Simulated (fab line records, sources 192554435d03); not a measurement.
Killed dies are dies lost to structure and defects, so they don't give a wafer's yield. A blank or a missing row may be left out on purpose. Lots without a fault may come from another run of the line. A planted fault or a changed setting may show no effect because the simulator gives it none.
Chamber matching | flow n5_finfet | N5_BEOL_M4_CO_CAP_55 on cvd_co-01: 3 sister chambers
The step material Co, precursor CCTBA/H2, target thk 2 nm, time 102.1 s. 3 wafers are shown with their chamber, then 9 later ones without.

WAFERS WITH THEIR CHAMBER
wafer  | chamber | heater_power_w (W)
L090.3 | 0       | 217
L088.2 | 1       | 219
L088.5 | 2       | 197

WAFERS WITHOUT THEIR CHAMBER
wafer  | heater_power_w (W)
L091.3 | 223
L091.5 | 192
L091.6 | 218
L096.1 | 198
L096.3 | 219
L096.5 | 198
L097.1 | 219
L097.2 | 224
L097.3 | 195

WHICH CHAMBER EACH WENT THROUGH
wafer  | from the rows above     | in truth
L091.3 | can't be placed: 1 or 0 | 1
L091.5 | 2                       | 2
L091.6 | can't be placed: 0 or 1 | 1
L096.1 | 2                       | 2
L096.3 | can't be placed: 1 or 0 | 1
L096.5 | 2                       | 2
L097.1 | can't be placed: 1 or 0 | 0
L097.2 | can't be placed: 1 or 0 | 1
L097.3 | 2                       | 2
Placed correctly: 4 of 9. Can't be placed from these rows: 5 (the true chamber is among the candidates in 5). Placed wrongly: 0.
How it was worked out, from the rows above alone: a wafer's distance from a chamber is the root of the sum, over the readings, of the square of ((its reading less the chamber's mean) divided by the reading's scatter). The wafer belongs to the nearest chamber; if the next one is less than 2 further off, it can't be placed. A chamber's mean is the mean of its shown wafers. The scatter: with one shown wafer a chamber, the root of the mean of the squares of how far each hidden wafer lies from its nearest shown one.
